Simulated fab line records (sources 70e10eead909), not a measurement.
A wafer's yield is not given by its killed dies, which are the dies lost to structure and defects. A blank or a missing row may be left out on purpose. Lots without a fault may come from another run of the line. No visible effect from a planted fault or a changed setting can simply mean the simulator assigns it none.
Chamber matching ; flow nand-harc ; rie-diel-04 running NHARC_A_STAIRCASE_ETCH_444: 4 sister chambers
The step etches the open film in C4F8/O2, target depth 10200 nm, time 3400 s. 8 wafers are shown with their chamber, then 8 later ones without.

## WAFERS WITH THEIR CHAMBER
wafer;chamber;rf-vpp-V (V);oes-product-au (a.u.)
L077.1;3;810;0.945
L082.3;3;811;0.927
L087.2;0;799;0.935
L087.5;2;803;0.923
L084.2;0;800;0.932
L084.3;2;804;0.933
L084.4;1;803;0.931
L089.3;1;803;0.935

## WAFERS WITHOUT THEIR CHAMBER
wafer;rf-vpp-V (V);oes-product-au (a.u.)
L089.4;812;0.917
L089.5;805;0.921
L088.1;811;0.921
L088.3;803;0.927
L088.6;805;0.914
L091.4;803;0.922
L091.5;800;0.924
L091.6;810;0.916

## THE CHAMBER EACH PASSED THROUGH
wafer;from the rows above;in truth
L089.4;3;3
L089.5;can't be placed: 2 or 1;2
L088.1;3;3
L088.3;can't be placed: 1 or 2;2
L088.6;can't be placed: 2 or 1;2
L091.4;can't be placed: 2 or 1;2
L091.5;0;0
L091.6;3;3
4 of 8 placed correctly. Unplaceable from these rows: 4, with the true chamber sitting among the candidates in 4. Placed wrongly: 0.
How it was worked out, from the rows above alone: a wafer's distance from a chamber is the root of the sum, over the readings, of the square of ((its reading less the chamber's mean) divided by the reading's scatter). If the next closest chamber is less than 2 further off than the closest, the wafer can't be placed; otherwise it belongs to the closest. Each chamber's mean is taken over the wafers shown for it. How the scatter is found: for the shown wafers, subtract from each reading the mean of its chamber, square and add these, divide the total by (wafers less chambers), then take the root.
